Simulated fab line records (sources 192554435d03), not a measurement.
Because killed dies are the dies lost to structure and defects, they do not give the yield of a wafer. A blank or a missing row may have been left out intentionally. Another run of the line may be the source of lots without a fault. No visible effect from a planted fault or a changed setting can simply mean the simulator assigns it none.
Shared-tool check | flow n5 finfet | Sampled: 12 lots, 36 wafers

REASON FOR OPENING
Flagged at N5_HKMG_FIN_CD_MEAS_12: reading cd nm, on 2 of 12 lots. Fault-free wafers read 93.1 nm, with a standard deviation of 0.49.
Rule: a lot is flagged in two cases, either no wafer of it has a number, or all its wafers with numbers fall more than 4 standard deviations from that mean. As for the other lots, they are considered sound.

lot  | measured     | on        | cd nm (nm), wafer by wafer | flag
L812 | day 4 03:08  | cd sem-01 | 93.0 92.5 92.7             |
L813 | day 4 09:56  | cd sem-03 | 93.2 92.9 93.1             |
L815 | day 4 22:35  | cd sem-01 | 92.9 93.4 93.1             |
L816 | day 5 01:25  | cd sem-02 | 93.2 93.6 93.7             |
L817 | day 5 10:46  | cd sem-03 | 93.0 93.2 93.4             |
L819 | day 5 20:30  | cd sem-01 | 92.8 93.3 92.7             |
L822 | day 6 15:52  | cd sem-02 | 74.6 74.2 74.5             | FLAGGED
L823 | day 7 06:07  | cd sem-01 | 75.6 75.3 75.6             | FLAGGED
L827 | day 7 23:16  | cd sem-01 | 92.6 92.5 92.8             |
L826 | day 7 23:57  | cd sem-01 | 93.7 93.0 93.7             |
L833 | day 9 11:14  | cd sem-03 | 93.0 93.0 92.9             |
L835 | day 10 16:38 | cd sem-03 | 92.5 92.9 92.4             |
The numbers of the flagged lots are 75.0 nm on average: -18.1 nm against the usual, or -37 standard deviations.

LOT BY LOT: THE TOOL USED
Before the reading, the record contains 2 process steps out of a 1938-step route. Every cell lists first the tool, next ch and the chambers used by the sampled wafers, and last the start.
lot  | flag    | N5_HKMG_FIN_ETCH_54               | N5_HKMG_FIN_PEB_10
L812 |         | rie diel-01 ch 0,1,2, day 3 23:53 | litho track-02 ch 0, day 4 03:04
L813 |         | rie diel-04 ch 1,2,3, day 4 06:41 | litho track-02 ch 0, day 4 09:52
L815 |         | rie diel-03 ch 2,3, day 4 19:21   | litho track-02 ch 0, day 4 22:31
L816 |         | rie diel-03 ch 1,2, day 4 22:11   | litho track-03 ch 0, day 5 01:21
L817 |         | rie diel-03 ch 0,1,3, day 5 07:31 | litho track-03 ch 0, day 5 10:42
L819 |         | rie diel-01 ch 2,3, day 5 17:15   | litho track-02 ch 0, day 5 20:26
L822 | FLAGGED | rie diel-03 ch 0,1,2, day 6 12:38 | litho track-03 ch 0, day 6 15:49
L823 | FLAGGED | rie diel-03 ch 0,1, day 7 02:59   | litho track-03 ch 0, day 7 06:02
L827 |         | rie diel-04 ch 1,2,3, day 7 20:01 | litho track-01 ch 0, day 7 23:12
L826 |         | rie diel-03 ch 1,2, day 7 20:42   | litho track-02 ch 0, day 7 23:53
L833 |         | rie diel-04 ch 0,2, day 9 08:01   | litho track-02 ch 0, day 9 11:10
L835 |         | rie diel-01 ch 0,2, day 10 13:23  | litho track-02 ch 0, day 10 16:34
What these steps do:
- N5_HKMG_FIN_ETCH_54: etches SiARC in CF4, target depth 45.5 nm, time 75.8 s.
- N5_HKMG_FIN_PEB_10: peb time 60 s.
- N5_HKMG_FIN_CD_MEAS_12: target cd 92.8 nm.

FLAGGED AGAINST TOTAL, ONE TOOL AT A TIME (gauges that did the reading follow at the end)
step                   | tool           | lots run | flagged | share of the flagged lots | sound lots run after its first flagged lot
N5_HKMG_FIN_ETCH_54    | rie diel-01    | 3        | 0       | none                      | -
N5_HKMG_FIN_ETCH_54    | rie diel-03    | 6        | 2       | all                       | 1 (L826)
N5_HKMG_FIN_ETCH_54    | rie diel-04    | 3        | 0       | none                      | -
N5_HKMG_FIN_PEB_10     | litho track-01 | 1        | 0       | none                      | -
N5_HKMG_FIN_PEB_10     | litho track-02 | 7        | 0       | none                      | -
N5_HKMG_FIN_PEB_10     | litho track-03 | 4        | 2       | all                       | 0
N5_HKMG_FIN_CD_MEAS_12 | cd sem-01      | 6        | 1       | some                      | 2 (L827,L826)
N5_HKMG_FIN_CD_MEAS_12 | cd sem-02      | 2        | 1       | some                      | 0
N5_HKMG_FIN_CD_MEAS_12 | cd sem-03      | 4        | 0       | none                      | -

WHAT IS ALLOWED BY THE TABLE
rie diel-03 at N5_HKMG_FIN_ETCH_54 and litho track-03 at N5_HKMG_FIN_PEB_10 are the 2 rows of the table that ran each flagged lot.
- rie diel-03 at N5_HKMG_FIN_ETCH_54: 2 of its 6 lots flagged. Sound lots followed the first flagged one (L826) on it, something a lasting fault affecting the whole tool could not allow.
- litho track-03 at N5_HKMG_FIN_PEB_10: 2 of its 4 lots flagged. Last sound lot L817 at day 5 10:42, first flagged lot L822 at day 6 15:49; a fault beginning in between fits.
Left over: one tool, litho track-03 at N5_HKMG_FIN_PEB_10.

WHAT THE SIMULATOR HAD PUT IN
Process parameters drifting: litho track-03 at N5_HKMG_FIN_PEB_10, beginning at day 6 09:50. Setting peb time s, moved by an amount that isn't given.
Struck lots among those shown: L822, L823. This agrees with what the rule above found.
